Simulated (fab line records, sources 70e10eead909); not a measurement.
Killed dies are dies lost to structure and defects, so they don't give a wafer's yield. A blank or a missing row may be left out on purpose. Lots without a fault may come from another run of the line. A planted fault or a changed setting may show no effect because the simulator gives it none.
fab line records | flow nand_harc | part 2 of 2: steps 26 to 31 of 31
record lots=5 wafers=15 last_day=31
route steps=1302 shown A_STAIRCASE@643
lots that met no fault: from a run of the same line without faults
start_h: hours from the record's first day to the start of the lot's first wafer shown | wait_h: hours since the lot's step before | " the same as in the row above | L1.1+2: a row that stands for several wafers | - no value, or no start given | * or withheld: withheld | < > ~ a bound
route shown NAME@n: a module of which the file shows steps, and the number in the route of the first | usual: mean/standard deviation of fault-free wafers | same: alike in all rows | chamber/n: place in a boat | sites: the reading at each site | _std_site: their standard deviation | _edge_site: outer sites' mean less inner sites' | radius_mm: how far each site lies from the wafer's centre | mask NAME#n: copy n | behind: the tool/chamber that last shaped the wafer | hold: why the lot was held/for how many hours/how that ended | device: the transistor (n, p or np) that didn't switch | end of line: the same wafers' tests at the end of the route | a step without rows: its recipe alone | killed: dies lost to structure and defects at the first sort, not the wafer's yield | map: a wafer's dies, x killed, . not, _ none there
set.NAME: the setting as run; set.NAME@STEP: as run at that earlier step | model.NAME: the simulator's own value behind a step, which no gauge read
lots at some steps of the route; a table a step, a row a wafer
services: from which hour (start_h, from the record's first day; less than 0 if before it) a tool's chamber was out of use, for how many hours, and why
## steps
# step NHARC_A_STAIRCASE_TRIM_14
# recipe time_s=211.2 o2_flow_sccm=500 ar_flow_sccm=0 bias_w=0 chemistry=O2
# usual drypump_motor_current_A=5.8/0.52 mfc_ar_sccm=0.005/0.01 o2_flow_sccm=499.8/1.4 oes_product_au=1.002/0.0091 rf_vpp_V=57.8/0.93 showerhead_plenum_p_Torr=3.57/0.17 throttle_valve_pct=17.038/0.0087
# columns lot.wafer tool chamber start_h wait_h drypump_motor_current_A mfc_ar_sccm o2_flow_sccm oes_product_au rf_hours_counter_h rf_vpp_V showerhead_plenum_p_Torr throttle_valve_pct
L075.3 rie_diel-10 1 - - 6.5 0 501.1 1.010 38 57.7 3.40 17.028
L075.1 " 0 " " 5.5 0.016 501.8 1.018 41 58.0 3.65 17.045
L075.5 " 2 " " 5.1 0 502.4 1.014 - 57.7 3.29 17.050
L077.2 rie_diel-10 2 - - 5.2 0 500.0 0.999 45 57.2 3.29 17.045
L077.5 " 2 " " 5.2 0 501.3 1.007 - 56.3 3.29 17.019
L077.6 " 3 " " 6.7 0.036 501.0 1.006 - 59.1 3.67 17.040
L079.1 rie_diel-11 1 - - 5.4 0.008 498.6 1.008 37 57.8 3.61 17.041
L079.3 " 3 " " 6.3 0 501.6 0.999 37 56.9 3.36 17.043
L079.4 " 0 " " 5.4 0 499.6 1.019 35 59.3 3.73 17.055
L087.2 rie_diel-11 1 - - 5.4 0.008 500.6 1.002 15 58.1 3.60 17.037
L087.1 " 2 " " 6.1 0 500.1 0.996 15 58.4 3.80 17.039
L087.4 " 3 " " 6.3 0 500.2 1.000 14 57.5 3.35 17.038
L091.3 rie_diel-10 2 - - 5.2 0 497.2 1.011 33 58.9 3.79 17.036
L091.1 " 3 " " 6.8 0.036 499.4 1.001 28 58.9 3.64 17.043
L091.4 " 0 " " 5.5 0.016 500.2 0.991 34 57.8 3.62 17.039
# step NHARC_A_STAIRCASE_ETCH_15
# recipe target_depth_a=1000 time_s=40.5 ion_energy_ev=400 c4f8_flow_sccm=20 o2_flow_sccm=10 ar_flow_sccm=withheld rf_w=600 bias_w=1000 chemistry=C4F8/O2
# usual oes_product_au=0.946/0.016 rf_vpp_V=897/6.3
# columns lot.wafer tool chamber start_h wait_h oes_product_au rf_hours_counter_h rf_vpp_V
L075.1 rie_diel-10 1 - - 0.955 38 891
L075.3 " 3 " " 0.944 40 901
L075.5 " 0 " " 0.958 - 900
L077.2 rie_diel-10 0 - - 0.946 49 899
L077.5 " 2 " " 0.937 - 888
L077.6 " 3 " " 0.943 - 901
L079.3 rie_diel-11 2 - - 0.952 39 888
L079.1 " 3 " " 0.946 37 889
L079.4 " 1 " " 0.938 37 899
L087.2 rie_diel-11 2 - - 0.946 15 906
L087.4 " 3 " " 0.950 14 888
L087.1 " 0 " " 0.964 14 904
L091.4 rie_diel-10 2 - - 0.944 34 905
L091.1 " 0 " " 0.947 34 900
L091.3 " 1 " " 0.952 34 890
# step NHARC_A_STAIRCASE_TRIM_16
# recipe time_s=211.2 o2_flow_sccm=500 ar_flow_sccm=0 bias_w=0 chemistry=O2
# usual drypump_motor_current_A=5.8/0.51 mfc_ar_sccm=0.006/0.01 o2_flow_sccm=500.2/1.5 oes_product_au=1.004/0.0091 rf_vpp_V=58.0/0.86 showerhead_plenum_p_Torr=3.57/0.17 throttle_valve_pct=17.036/0.0094
# columns lot.wafer tool chamber start_h wait_h drypump_motor_current_A mfc_ar_sccm o2_flow_sccm oes_product_au rf_hours_counter_h rf_vpp_V showerhead_plenum_p_Torr throttle_valve_pct
L075.3 rie_diel-10 2 - - 5.1 0 501.4 1.007 37 57.7 3.29 17.039
L075.1 " 3 " " 6.7 0.036 500.2 1.020 40 56.0 3.67 17.032
L075.5 " 1 " " 6.5 0 500.1 1.005 - 58.8 3.40 17.039
L077.2 rie_diel-10 2 - - 5.1 0 498.6 1.005 45 56.8 3.29 17.025
L077.6 " 3 " " 6.7 0.036 498.7 0.997 - 57.9 3.67 17.036
L077.5 " 0 " " 5.4 0.016 498.0 1.021 - 58.5 3.65 17.041
L079.1 rie_diel-11 2 - - 6.0 0 499.6 0.996 39 57.7 3.28 17.023
L079.3 " 3 " " 6.3 0 498.9 0.987 38 58.0 3.36 17.031
L079.4 " 1 " " 5.4 0.008 498.5 1.003 37 58.2 3.61 17.041
L087.4 rie_diel-11 0 - - 5.4 0 498.6 1.005 14 57.3 3.72 17.030
L087.1 " 2 " " 6.0 0 499.7 1.002 15 57.5 3.80 17.016
L087.2 " 3 " " 6.2 0 501.3 1.013 14 57.5 3.35 17.044
L091.4 rie_diel-10 0 - - 5.5 0.016 501.0 1.009 34 58.6 3.62 17.040
L091.3 " 2 " " 5.1 0 498.0 1.006 34 58.6 3.79 17.026
L091.1 " 3 " " 6.7 0.036 501.4 1.010 28 58.6 3.64 17.048
# step NHARC_A_STAIRCASE_ETCH_17
# recipe target_depth_a=1000 time_s=40.5 ion_energy_ev=400 c4f8_flow_sccm=20 o2_flow_sccm=10 ar_flow_sccm=withheld rf_w=600 bias_w=1000 chemistry=C4F8/O2
# usual oes_product_au=0.945/0.011 rf_vpp_V=897/6.4
# columns lot.wafer tool chamber start_h wait_h oes_product_au rf_hours_counter_h rf_vpp_V
L075.3 rie_diel-10 1 - - 0.948 38 890
L075.1 " 2 " " 0.949 37 887
L075.5 " 1 " " 0.946 - 891
L077.2 rie_diel-10 0 - - 0.947 49 900
L077.6 " 1 " " 0.950 - 891
L077.5 " 2 " " 0.957 - 887
L079.1 rie_diel-11 1 - - 0.937 37 900
L079.3 " 2 " " 0.941 39 885
L079.4 " 3 " " 0.934 38 890
L087.4 rie_diel-11 2 - - 0.947 15 906
L087.2 " 3 " " 0.957 14 889
L087.1 " 1 " " 0.943 16 900
L091.1 rie_diel-10 0 - - 0.933 34 900
L091.4 " 1 " " 0.940 34 891
L091.3 " 2 " " 0.956 34 904
# step NHARC_A_STAIRCASE_TRIM_18
# recipe time_s=211.2 o2_flow_sccm=500 ar_flow_sccm=0 bias_w=0 chemistry=O2
# usual drypump_motor_current_A=5.8/0.52 mfc_ar_sccm=0.005/0.011 o2_flow_sccm=500.0/1.5 oes_product_au=1.001/0.0093 rf_vpp_V=57.9/0.94 showerhead_plenum_p_Torr=3.57/0.17 throttle_valve_pct=17.037/0.0084
# columns lot.wafer tool chamber start_h wait_h drypump_motor_current_A mfc_ar_sccm o2_flow_sccm oes_product_au rf_hours_counter_h rf_vpp_V showerhead_plenum_p_Torr throttle_valve_pct
L075.3 rie_diel-10 3 - - 6.7 0.036 502.6 0.987 40 59.2 3.67 17.043
L075.1 " 1 " " 6.5 0 499.0 1.002 38 59.4 3.39 17.036
L075.5 " 2 " " 5.2 0 500.5 1.004 - 57.7 3.29 17.027
L077.2 rie_diel-10 3 - - 6.8 0.036 497.9 1.006 48 59.0 3.67 17.031
L077.6 " 0 " " 5.5 0.016 501.0 1.019 - 57.4 3.65 17.055
L077.5 " 1 " " 6.4 0 498.0 1.013 - 58.1 3.39 17.034
L079.3 rie_diel-11 2 - - 6.1 0 499.1 0.997 39 56.5 3.28 17.037
L079.4 " 3 " " 6.2 0 497.6 0.997 38 59.6 3.36 17.048
L079.1 " 1 " " 5.4 0.008 502.6 1.008 37 57.8 3.61 17.029
L087.1 rie_diel-11 2 - - 6.0 0 500.2 0.996 15 57.3 3.80 17.025
L087.4 " 3 " " 6.3 0 499.4 1.016 14 57.3 3.35 17.033
L087.2 " 0 " " 5.4 0 497.7 1.003 14 58.4 3.72 17.029
L091.3 rie_diel-10 1 - - 6.5 0 499.4 1.001 34 57.0 3.37 17.034
L091.4 " 2 " " 5.1 0 501.9 1.012 34 59.4 3.79 17.041
L091.1 " 0 " " 5.5 0.016 499.3 1.005 34 57.9 3.62 17.036
# step NHARC_A_STAIRCASE_ETCH_19
# recipe target_depth_a=1000 time_s=40.5 ion_energy_ev=400 c4f8_flow_sccm=20 o2_flow_sccm=10 ar_flow_sccm=withheld rf_w=600 bias_w=1000 chemistry=C4F8/O2
# usual oes_product_au=0.945/0.017 rf_vpp_V=897/6.4
# columns lot.wafer tool chamber start_h wait_h oes_product_au rf_hours_counter_h rf_vpp_V
L075.3 rie_diel-10 1 - - 0.961 38 891
L075.1 " 2 " " 0.950 37 886
L075.5 " 1 " " 0.954 - 892
L077.2 rie_diel-10 0 - - 0.939 49 902
L077.5 " 1 " " 0.946 - 891
L077.6 " 2 " " 0.944 - 888
L079.1 rie_diel-11 2 - - 0.946 39 886
L079.4 " 3 " " 0.936 38 891
L079.3 " 0 " " 0.934 36 903
L087.2 rie_diel-11 2 - - 0.953 15 904
L087.4 " 3 " " 0.955 14 889
L087.1 " 1 " " 0.951 16 899
L091.4 rie_diel-10 3 - - 0.961 29 901
L091.3 " 0 " " 0.956 34 899
L091.1 " 1 " " 0.942 34 890
## services
# columns tool chamber start_h hours kind
wet_bench-07 - 336.00 8.0 pm
plasma_asher-01 - 342.00 9.0 pm
krf_scanner-04 - 353.88 0.2 repair
krf_scanner-01 - 374.05 1.2 repair
rie_diel-10 1 384.00 18.2 repair
wet_bench-03 - 386.40 8.0 pm
rie_diel-02 - 394.10 9.0 pm
krf_scanner-03 - 397.04 4.0 pm
litho_track-02 - 402.01 7.0 pm
rie_diel-10 - 421.83 9.0 pm
plasma_asher-01 - 422.72 1.0 repair
rie_diel-11 - 434.43 9.0 pm
rie_diel-10 1 444.88 5.8 repair
wet_bench-03 - 447.55 1.9 repair
litho_track-03 - 450.00 7.0 pm
wet_bench-01 - 453.60 8.0 pm
litho_track-05 - 474.00 7.0 pm
krf_scanner-03 - 479.08 0.7 repair
krf_scanner-01 - 484.00 4.0 pm
krf_scanner-03 - 489.96 0.4 repair
rie_diel-11 2 494.38 2.8 repair
wet_bench-07 - 512.00 8.0 pm
krf_scanner-03 - 513.73 1.0 repair
plasma_asher-01 - 519.00 9.0 pm
